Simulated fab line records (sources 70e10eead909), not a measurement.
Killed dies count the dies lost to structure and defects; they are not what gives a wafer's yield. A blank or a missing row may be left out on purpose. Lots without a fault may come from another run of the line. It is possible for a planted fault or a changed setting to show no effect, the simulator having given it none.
Which tool was responsible? || flow nand_harc || Sampling: 11 lots, 33 wafers, 5 of 1302 route steps

== WHAT THE GAUGES READ, wafer by wafer ==
NHARC_END_SORT_01.
{"lot": "L205", "measured": "day 25 06:17", "on": "prober-01", "killed_at_array": "78 77 67", "killed_at_other": "0 1 0", "killed_at_periphery": "5 4 2", "killed_dies": "83 82 69", "killed_open": "4 1 1", "killed_short": "3 3 2"}
{"lot": "L210", "measured": "day 27 08:57", "on": "prober-01", "killed_at_array": "56 51 56", "killed_at_other": "1 1 0", "killed_at_periphery": "1 2 0", "killed_dies": "58 54 56", "killed_open": "3 2 1", "killed_short": "2 2 2"}
{"lot": "L211", "measured": "day 28 12:53", "on": "prober-02", "killed_at_array": "74 80 82", "killed_at_other": "0 0 1", "killed_at_periphery": "4 7 6", "killed_dies": "78 87 89", "killed_open": "4 5 3", "killed_short": "9 3 4"}
{"lot": "L214", "measured": "day 29 10:13", "on": "prober-02", "killed_at_array": "674 676 677", "killed_at_other": "0 0 0", "killed_at_periphery": "3 1 0", "killed_dies": "677 677 677", "killed_open": "5 3 5", "killed_short": "0 1 3"}
{"lot": "L215", "measured": "day 29 09:26", "on": "prober-01", "killed_at_array": "674 675 673", "killed_at_other": "0 0 0", "killed_at_periphery": "3 2 4", "killed_dies": "677 677 677", "killed_open": "2 1 1", "killed_short": "3 2 3"}
{"lot": "L224", "measured": "day 33 07:10", "on": "prober-01", "killed_at_array": "15 18 23", "killed_at_other": "0 0 0", "killed_at_periphery": "4 1 2", "killed_dies": "19 19 25", "killed_open": "0 3 3", "killed_short": "2 0 2"}

== WHAT TOOL EACH LOT RAN ON (gives the tool, then ch and the chambers of the sampled wafers, and finally the start) ==
{"lot": "L203", "NHARC_A_STAIRCASE_TRIM_229": "rie_diel-05 ch 1,2, day 16 05:43", "NHARC_A_STAIRCASE_STRIP_238": "plasma_asher-02 ch 0,1, day 16 06:51", "NHARC_A_STAIRCASE_DEP_259": "pecvd-02 ch 1,2, day 16 11:49", "NHARC_A_STAIRCASE_HM_OPEN_457": "rie_diel-01 ch 0,3, day 16 13:10"}
{"lot": "L205", "NHARC_A_STAIRCASE_TRIM_229": "rie_diel-13 ch 0,3, day 16 19:51", "NHARC_A_STAIRCASE_STRIP_238": "plasma_asher-01 ch 0,1, day 16 20:58", "NHARC_A_STAIRCASE_DEP_259": "pecvd-02 ch 0,2, day 17 08:02", "NHARC_A_STAIRCASE_HM_OPEN_457": "rie_diel-05 ch 0,1, day 17 09:14"}
{"lot": "L210", "NHARC_A_STAIRCASE_TRIM_229": "rie_diel-13 ch 0,2,3, day 18 20:20", "NHARC_A_STAIRCASE_STRIP_238": "plasma_asher-01 ch 0,1, day 18 21:27", "NHARC_A_STAIRCASE_DEP_259": "pecvd-04 ch 0,2, day 19 01:47", "NHARC_A_STAIRCASE_HM_OPEN_457": "rie_diel-05 ch 0,1,2, day 19 02:51"}
{"lot": "L211", "NHARC_A_STAIRCASE_TRIM_229": "rie_diel-05 ch 0,2,3, day 19 23:25", "NHARC_A_STAIRCASE_STRIP_238": "plasma_asher-02 ch 0,1, day 20 00:41", "NHARC_A_STAIRCASE_DEP_259": "pecvd-04 ch 1,2, day 20 08:23", "NHARC_A_STAIRCASE_HM_OPEN_457": "rie_diel-13 ch 0,2,3, day 20 09:32"}
{"lot": "L214", "NHARC_A_STAIRCASE_TRIM_229": "rie_diel-01 ch 1,2, day 20 18:22", "NHARC_A_STAIRCASE_STRIP_238": "plasma_asher-02 ch 0,1, day 20 19:34", "NHARC_A_STAIRCASE_DEP_259": "pecvd-04 ch 2, day 21 03:25", "NHARC_A_STAIRCASE_HM_OPEN_457": "rie_diel-01 ch 1,2,3, day 21 04:45"}
{"lot": "L215", "NHARC_A_STAIRCASE_TRIM_229": "rie_diel-13 ch 1,3, day 20 18:53", "NHARC_A_STAIRCASE_STRIP_238": "plasma_asher-01 ch 0,1, day 20 19:58", "NHARC_A_STAIRCASE_DEP_259": "pecvd-02 ch 0,1, day 21 04:55", "NHARC_A_STAIRCASE_HM_OPEN_457": "rie_diel-13 ch 0,2, day 21 06:22"}
{"lot": "L223", "NHARC_A_STAIRCASE_TRIM_229": "rie_diel-01 ch 0,1,3, day 24 15:01", "NHARC_A_STAIRCASE_STRIP_238": "plasma_asher-01 ch 0, day 24 16:04", "NHARC_A_STAIRCASE_DEP_259": "pecvd-04 ch 1,2, day 24 21:14", "NHARC_A_STAIRCASE_HM_OPEN_457": "rie_diel-13 ch 1,2,3, day 24 22:25"}
{"lot": "L224", "NHARC_A_STAIRCASE_TRIM_229": "rie_diel-01 ch 0,3, day 24 16:32", "NHARC_A_STAIRCASE_STRIP_238": "plasma_asher-01 ch 0,1, day 24 18:17", "NHARC_A_STAIRCASE_DEP_259": "pecvd-03 ch 0,2, day 24 22:30", "NHARC_A_STAIRCASE_HM_OPEN_457": "rie_diel-01 ch 0,1,2, day 24 23:35"}
{"lot": "L222", "NHARC_A_STAIRCASE_TRIM_229": "rie_diel-01 ch 1,3, day 24 19:31", "NHARC_A_STAIRCASE_STRIP_238": "plasma_asher-02 ch 0,1, day 24 20:36", "NHARC_A_STAIRCASE_DEP_259": "pecvd-04 ch 1,2, day 25 00:53", "NHARC_A_STAIRCASE_HM_OPEN_457": "rie_diel-01 ch 1,2, day 25 02:04"}
{"lot": "L225", "NHARC_A_STAIRCASE_TRIM_229": "rie_diel-13 ch 0,2,3, day 25 10:19", "NHARC_A_STAIRCASE_STRIP_238": "plasma_asher-01 ch 0,1, day 25 11:45", "NHARC_A_STAIRCASE_DEP_259": "pecvd-03 ch 1,2, day 25 17:26", "NHARC_A_STAIRCASE_HM_OPEN_457": "rie_diel-13 ch 1,2,3, day 25 18:30"}
{"lot": "L226", "NHARC_A_STAIRCASE_TRIM_229": "rie_diel-05 ch 1,2,3, day 26 02:29", "NHARC_A_STAIRCASE_STRIP_238": "plasma_asher-01 ch 0,1, day 26 03:33", "NHARC_A_STAIRCASE_DEP_259": "pecvd-04 ch 0,2, day 26 07:54", "NHARC_A_STAIRCASE_HM_OPEN_457": "rie_diel-05 ch 1,2, day 26 08:58"}
- NHARC_A_STAIRCASE_TRIM_229: chemistry O2, time 211.2 s.
- NHARC_A_STAIRCASE_STRIP_238: strips in O2.
- NHARC_A_STAIRCASE_DEP_259: deposits SiON, target thk 30 nm.
- NHARC_A_STAIRCASE_HM_OPEN_457: chemistry O2/COS.

== AS READ BY THE TOOLS THEMSELVES (means over the sampled wafers that have a number; for cases with no such wafer, the mark the record gives instead) ==
NHARC_A_STAIRCASE_TRIM_229.
{"lot": "L203", "tool": "rie_diel-05", "chamber_pressure_mTorr (mTorr)": 60.02, "drypump_motor_current_A (A)": 6.1, "oes_product_au (a.u.)": 0.998, "rf_vpp_V (V)": 58.3, "showerhead_plenum_p_Torr (Torr)": 3.33, "throttle_valve_pct (%)": 17.039}
{"lot": "L205", "tool": "rie_diel-13", "chamber_pressure_mTorr (mTorr)": 60.01, "drypump_motor_current_A (A)": 5.6, "oes_product_au (a.u.)": 0.994, "rf_vpp_V (V)": 57.9, "showerhead_plenum_p_Torr (Torr)": 3.42, "throttle_valve_pct (%)": 17.035}
{"lot": "L210", "tool": "rie_diel-13", "chamber_pressure_mTorr (mTorr)": 59.98, "drypump_motor_current_A (A)": 5.5, "oes_product_au (a.u.)": 1.001, "rf_vpp_V (V)": 57.9, "showerhead_plenum_p_Torr (Torr)": 3.42, "throttle_valve_pct (%)": 17.040}
{"lot": "L211", "tool": "rie_diel-05", "chamber_pressure_mTorr (mTorr)": 60.06, "drypump_motor_current_A (A)": 5.7, "oes_product_au (a.u.)": 1.001, "rf_vpp_V (V)": 58.8, "showerhead_plenum_p_Torr (Torr)": 3.56, "throttle_valve_pct (%)": 17.033}
{"lot": "L214", "tool": "rie_diel-01", "chamber_pressure_mTorr (mTorr)": 60.03, "drypump_motor_current_A (A)": 6.1, "oes_product_au (a.u.)": 1.012, "rf_vpp_V (V)": 57.9, "showerhead_plenum_p_Torr (Torr)": 3.73, "throttle_valve_pct (%)": 17.039}
{"lot": "L215", "tool": "rie_diel-13", "chamber_pressure_mTorr (mTorr)": 60.00, "drypump_motor_current_A (A)": 5.6, "oes_product_au (a.u.)": 0.990, "rf_vpp_V (V)": 58.7, "showerhead_plenum_p_Torr (Torr)": 3.43, "throttle_valve_pct (%)": 17.038}
{"lot": "L223", "tool": "rie_diel-01", "chamber_pressure_mTorr (mTorr)": 60.01, "drypump_motor_current_A (A)": 5.6, "oes_product_au (a.u.)": 1.003, "rf_vpp_V (V)": 57.5, "showerhead_plenum_p_Torr (Torr)": 3.57, "throttle_valve_pct (%)": 17.044}
{"lot": "L224", "tool": "rie_diel-01", "chamber_pressure_mTorr (mTorr)": 59.99, "drypump_motor_current_A (A)": 5.3, "oes_product_au (a.u.)": 0.997, "rf_vpp_V (V)": 57.7, "showerhead_plenum_p_Torr (Torr)": 3.50, "throttle_valve_pct (%)": 17.047}
{"lot": "L222", "tool": "rie_diel-01", "chamber_pressure_mTorr (mTorr)": 59.99, "drypump_motor_current_A (A)": 5.8, "oes_product_au (a.u.)": 1.000, "rf_vpp_V (V)": 57.7, "showerhead_plenum_p_Torr (Torr)": 3.63, "throttle_valve_pct (%)": 17.041}
{"lot": "L225", "tool": "rie_diel-13", "chamber_pressure_mTorr (mTorr)": 59.98, "drypump_motor_current_A (A)": 5.6, "oes_product_au (a.u.)": 1.004, "rf_vpp_V (V)": 58.1, "showerhead_plenum_p_Torr (Torr)": 3.39, "throttle_valve_pct (%)": 17.030}
{"lot": "L226", "tool": "rie_diel-05", "chamber_pressure_mTorr (mTorr)": 60.01, "drypump_motor_current_A (A)": 5.7, "oes_product_au (a.u.)": 0.991, "rf_vpp_V (V)": 57.5, "showerhead_plenum_p_Torr (Torr)": 3.58, "throttle_valve_pct (%)": 17.031}

NHARC_A_STAIRCASE_STRIP_238.
{"lot": "L203", "tool": "plasma_asher-02", "drypump_motor_current_A (A)": 6.1, "heater_power_w (W)": 326}
{"lot": "L205", "tool": "plasma_asher-01", "drypump_motor_current_A (A)": 5.7, "heater_power_w (W)": 356}
{"lot": "L210", "tool": "plasma_asher-01", "drypump_motor_current_A (A)": 5.6, "heater_power_w (W)": 350}
{"lot": "L211", "tool": "plasma_asher-02", "drypump_motor_current_A (A)": 6.0, "heater_power_w (W)": 320}
{"lot": "L214", "tool": "plasma_asher-02", "drypump_motor_current_A (A)": 6.1, "heater_power_w (W)": 337}
{"lot": "L215", "tool": "plasma_asher-01", "drypump_motor_current_A (A)": 6.0, "heater_power_w (W)": 352}
{"lot": "L223", "tool": "plasma_asher-01", "drypump_motor_current_A (A)": 6.4, "heater_power_w (W)": 341}
{"lot": "L224", "tool": "plasma_asher-01", "drypump_motor_current_A (A)": 5.6, "heater_power_w (W)": 355}
{"lot": "L222", "tool": "plasma_asher-02", "drypump_motor_current_A (A)": 6.0, "heater_power_w (W)": 321}
{"lot": "L225", "tool": "plasma_asher-01", "drypump_motor_current_A (A)": 5.6, "heater_power_w (W)": 360}
{"lot": "L226", "tool": "plasma_asher-01", "drypump_motor_current_A (A)": 5.7, "heater_power_w (W)": 357}

NHARC_A_STAIRCASE_DEP_259.
{"lot": "L203", "tool": "pecvd-02", "heater_power_w (W)": 907, "susceptor_temp_C (C)": 399.87}
{"lot": "L205", "tool": "pecvd-02", "heater_power_w (W)": 894, "susceptor_temp_C (C)": 399.92}
{"lot": "L210", "tool": "pecvd-04", "heater_power_w (W)": 808, "susceptor_temp_C (C)": 400.06}
{"lot": "L211", "tool": "pecvd-04", "heater_power_w (W)": 841, "susceptor_temp_C (C)": 400.05}
{"lot": "L214", "tool": "pecvd-04", "heater_power_w (W)": 880, "susceptor_temp_C (C)": 399.70}
{"lot": "L215", "tool": "pecvd-02", "heater_power_w (W)": 880, "susceptor_temp_C (C)": 399.79}
{"lot": "L223", "tool": "pecvd-04", "heater_power_w (W)": 823, "susceptor_temp_C (C)": 399.71}
{"lot": "L224", "tool": "pecvd-03", "heater_power_w (W)": 642, "susceptor_temp_C (C)": 400.05}
{"lot": "L222", "tool": "pecvd-04", "heater_power_w (W)": 852, "susceptor_temp_C (C)": 399.91}
{"lot": "L225", "tool": "pecvd-03", "heater_power_w (W)": 724, "susceptor_temp_C (C)": 399.94}
{"lot": "L226", "tool": "pecvd-04", "heater_power_w (W)": 748, "susceptor_temp_C (C)": 399.90}

NHARC_A_STAIRCASE_HM_OPEN_457.
{"lot": "L203", "tool": "rie_diel-01", "bias_w (W)": 300.5, "chamber_pressure_mTorr (mTorr)": 20.006, "cos_flow_sccm (sccm)": 20.01, "drypump_motor_current_A (A)": 5.3, "oes_product_au (a.u.)": 0.994, "rf_vpp_V (V)": 468, "showerhead_plenum_p_Torr (Torr)": 3.12, "throttle_valve_pct (%)": 28.334}
{"lot": "L205", "tool": "rie_diel-05", "bias_w (W)": 299.9, "chamber_pressure_mTorr (mTorr)": 19.987, "cos_flow_sccm (sccm)": 20.00, "drypump_motor_current_A (A)": 5.4, "oes_product_au (a.u.)": 1.002, "rf_vpp_V (V)": 467, "showerhead_plenum_p_Torr (Torr)": 3.10, "throttle_valve_pct (%)": 28.327}
{"lot": "L210", "tool": "rie_diel-05", "bias_w (W)": 300.4, "chamber_pressure_mTorr (mTorr)": 19.988, "cos_flow_sccm (sccm)": 19.95, "drypump_motor_current_A (A)": 5.8, "oes_product_au (a.u.)": 1.009, "rf_vpp_V (V)": 466, "showerhead_plenum_p_Torr (Torr)": 3.07, "throttle_valve_pct (%)": 28.327}
{"lot": "L211", "tool": "rie_diel-13", "bias_w (W)": 300.4, "chamber_pressure_mTorr (mTorr)": 20.002, "cos_flow_sccm (sccm)": 19.98, "drypump_motor_current_A (A)": 5.5, "oes_product_au (a.u.)": 0.991, "rf_vpp_V (V)": 465, "showerhead_plenum_p_Torr (Torr)": 3.02, "throttle_valve_pct (%)": 28.342}
{"lot": "L214", "tool": "rie_diel-01", "bias_w (W)": "-", "chamber_pressure_mTorr (mTorr)": "-", "cos_flow_sccm (sccm)": "-", "drypump_motor_current_A (A)": "-", "oes_product_au (a.u.)": "-", "rf_vpp_V (V)": "-", "showerhead_plenum_p_Torr (Torr)": "-", "throttle_valve_pct (%)": "-"}
{"lot": "L215", "tool": "rie_diel-13", "bias_w (W)": "-", "chamber_pressure_mTorr (mTorr)": "-", "cos_flow_sccm (sccm)": "-", "drypump_motor_current_A (A)": "-", "oes_product_au (a.u.)": "-", "rf_vpp_V (V)": "-", "showerhead_plenum_p_Torr (Torr)": "-", "throttle_valve_pct (%)": "-"}
{"lot": "L223", "tool": "rie_diel-13", "bias_w (W)": 300.2, "chamber_pressure_mTorr (mTorr)": 20.002, "cos_flow_sccm (sccm)": 20.04, "drypump_motor_current_A (A)": 5.6, "oes_product_au (a.u.)": 1.005, "rf_vpp_V (V)": 465, "showerhead_plenum_p_Torr (Torr)": 3.03, "throttle_valve_pct (%)": 28.333}
{"lot": "L224", "tool": "rie_diel-01", "bias_w (W)": 300.3, "chamber_pressure_mTorr (mTorr)": 19.983, "cos_flow_sccm (sccm)": 19.98, "drypump_motor_current_A (A)": 5.8, "oes_product_au (a.u.)": 1.006, "rf_vpp_V (V)": 469, "showerhead_plenum_p_Torr (Torr)": 3.23, "throttle_valve_pct (%)": 28.323}
{"lot": "L222", "tool": "rie_diel-01", "bias_w (W)": 300.0, "chamber_pressure_mTorr (mTorr)": 19.993, "cos_flow_sccm (sccm)": 19.92, "drypump_motor_current_A (A)": 6.1, "oes_product_au (a.u.)": 0.997, "rf_vpp_V (V)": 471, "showerhead_plenum_p_Torr (Torr)": 3.29, "throttle_valve_pct (%)": 28.337}
{"lot": "L225", "tool": "rie_diel-13", "bias_w (W)": 300.2, "chamber_pressure_mTorr (mTorr)": 19.991, "cos_flow_sccm (sccm)": 19.99, "drypump_motor_current_A (A)": 5.6, "oes_product_au (a.u.)": 1.004, "rf_vpp_V (V)": 466, "showerhead_plenum_p_Torr (Torr)": 3.02, "throttle_valve_pct (%)": 28.331}
{"lot": "L226", "tool": "rie_diel-05", "bias_w (W)": 299.3, "chamber_pressure_mTorr (mTorr)": 20.016, "cos_flow_sccm (sccm)": 20.00, "drypump_motor_current_A (A)": 5.7, "oes_product_au (a.u.)": 1.000, "rf_vpp_V (V)": 467, "showerhead_plenum_p_Torr (Torr)": 3.09, "throttle_valve_pct (%)": 28.327}

== THE ANSWER, worked out from the rows above alone ==
Rule: the usual values come from the lots themselves. Put in order of their means at a reading, lots are off if they are a third of the lots or fewer, leave a main group of 4 or more, and stand apart from it by a gap of 3 or more times the standard deviation of the main group's means; of several such gaps the widest counts. Not used: any main group whose means are identical at the precision the tables above print for the reading. Also off: a lot with no number at a reading for which 4 or more lots have one. Where the step has rows for the other lots, those lots are counted as sound. After the gauges, taken in route order, come the tools' own readings; for these a lot's mean is taken, as printed above. The first step at which some lot is off is used, and at that step the reading that is off furthest; a lot without a number counts as furthest.
Off: L214, L215, at NHARC_END_SORT_01 (killed_at_array). The main group has a mean of 56 with a standard deviation of 24. Neither off nor sound, because the step has no rows for them: L203, L223, L222, L225, L226.
A tool fits if, at a process step before that reading, it ran every lot that is off, and no sound lot after the first of them. The gauges at NHARC_END_SORT_01 aren't tried: what is off there is off at NHARC_A_STAIRCASE_HM_OPEN_457 too, on other tools, and a gauge's error can't cause that. No candidate that was tried fits.

== WHAT THE SIMULATOR PUT IN ==
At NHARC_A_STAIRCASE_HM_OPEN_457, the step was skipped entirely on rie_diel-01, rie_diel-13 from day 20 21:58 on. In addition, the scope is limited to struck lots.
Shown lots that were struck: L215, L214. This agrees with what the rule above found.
